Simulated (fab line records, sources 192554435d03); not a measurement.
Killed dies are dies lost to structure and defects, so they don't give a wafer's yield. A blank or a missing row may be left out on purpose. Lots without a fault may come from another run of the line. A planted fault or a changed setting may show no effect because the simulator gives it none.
A struck lot beside a sound one | flow n5_finfet | 16 steps out of a route of 1938
Sound: wafers L577.3, L577.4, L577.6. Struck: wafers L569.1, L569.3, L569.6. The cause comes at the end.
At each step with rows: each side's tool, then ch and its chambers, then its first start. Under that, the readings that differ: sound wafers | struck wafers | difference of the means | sigmas: that difference in standard deviations of wafers without a fault.
alike: readings whose means differ by less than 2 such deviations, and words and numbers that are the same on both sides. not compared: withheld readings, readings that some wafer has no value for, bounds like >300 that may hide the same value, and numbers for which the record gives no deviation and whose values overlap.
The two part at a step that has a row with sigmas, a row that says differs or no value, or rows on one side only. Numbers that don't overlap but have no deviation are shown without sigmas and don't part them. A reading that every wafer of one side lacks parts them only if that side has two wafers or more.

N5_BEOL_M3_PRE_CLEAN_45: time 30 s.
  sound on pvd_sputter-01, day 12 09:21; struck on pvd_sputter-02, day 10 12:01
  alike: heater_power_w, susceptor_temp_C
then, 1 step without rows for these wafers: N5_BEOL_M3_ALD_84 (deposits TaN, pulse time 2 s, purge time 3 s, co reactant purge time 2 s).
N5_BEOL_M3_SURFACE_TREAT_85:
  sound on pvd_sputter-03, day 12 09:47; struck on pvd_sputter-02, day 10 12:23
  not compared: throttle_valve_pct
then, 1 step without rows for these wafers: N5_BEOL_M3_CVD_47 (deposits Co from CCTBA/H2, target thk 3 nm, time 223.8 s).
N5_BEOL_M3_SPUTTER_48: material Cu, target thk 4.5 nm, time 8.29 s.
  sound on pvd_sputter-02, day 12 10:04; struck on pvd_sputter-01, day 10 12:44
  alike: chamber_pressure_pa, chuck_gas_flow_sccm, susceptor_temp_C, throttle_valve_pct
then, 2 steps without rows for these wafers: N5_BEOL_M3_ANNEAL_49 (time 240 s); N5_BEOL_M3_SPUTTER_79 (material Cu, target thk 4.5 nm, time 8.29 s).
N5_BEOL_M3_ANNEAL_80: time 240 s.
  sound on pvd_sputter-02, day 12 10:22; struck on pvd_sputter-01, day 10 13:02
  alike: heater_power_w, susceptor_temp_C
then, 2 steps without rows for these wafers: N5_BEOL_M3_SPUTTER_81 (material Cu, target thk 4.5 nm, time 8.29 s); N5_BEOL_M3_ANNEAL_82 (time 240 s).
N5_BEOL_M3_SPUTTER_86: material Cu, target thk 4.5 nm, time 8.29 s.
  sound on pvd_sputter-02, day 12 10:44; struck on pvd_sputter-01, day 10 13:23
  alike: chamber_pressure_pa, chuck_gas_flow_sccm, susceptor_temp_C, throttle_valve_pct
then, 1 step without rows for these wafers: N5_BEOL_M3_ANNEAL_87 (time 240 s).
N5_BEOL_M3_SPUTTER_88: material Cu, target thk 4.5 nm, time 8.29 s.
  sound on pvd_sputter-02, day 12 10:57; struck on pvd_sputter-01, day 10 13:37
  no value came back on the struck wafers for chamber_pressure_pa (Pa), chuck_gas_flow_sccm (sccm), susceptor_temp_C (C), throttle_valve_pct (%); on the sound wafers chamber_pressure_pa (Pa) reads 0.0702 0.06992 0.07017
then, 1 step without rows for these wafers: N5_BEOL_M3_ANNEAL_89 (time 240 s).
N5_BEOL_M4_RC_MEAS_101:
  sound on prober-02 ch 0, day 12 20:30; struck on prober-01 ch 0, day 11 11:25
  alike: DIBL_N, DIBL_P, IOFF_N, IOFF_P, ION_N, ION_P, SS_N, SS_P, VT_N, VT_P
-- the record jumps here: 5 days lie between the struck wafers' starts before and after (it left off in module BEOL_M4 and takes up again in module PASSIVATION, whose first step shown is number 1936 of the route) --
N5_PASSIVATION_PROBE_49:
  sound on prober-01, day 17 14:08; struck on prober-02, day 16 12:00
  reading         | sound    | struck   | difference | sigmas
  killed_at_M4_up | 12 14 19 | 31 34 24 | +15        | +3
  alike: defect_limited_yield, killed_at_M0_to_M3, killed_at_contacts, killed_at_front_end, killed_at_other, killed_dies, killed_on_rim, killed_open, killed_short, sort_bin_4_leakage, sort_bin_5_function, sort_bin_6_memory, sort_n_pass, sort_yield_pct

WHERE THEY PART
First at N5_BEOL_M3_SPUTTER_88; last, within this record, at N5_PASSIVATION_PROBE_49.

WHY: what the simulator had put in
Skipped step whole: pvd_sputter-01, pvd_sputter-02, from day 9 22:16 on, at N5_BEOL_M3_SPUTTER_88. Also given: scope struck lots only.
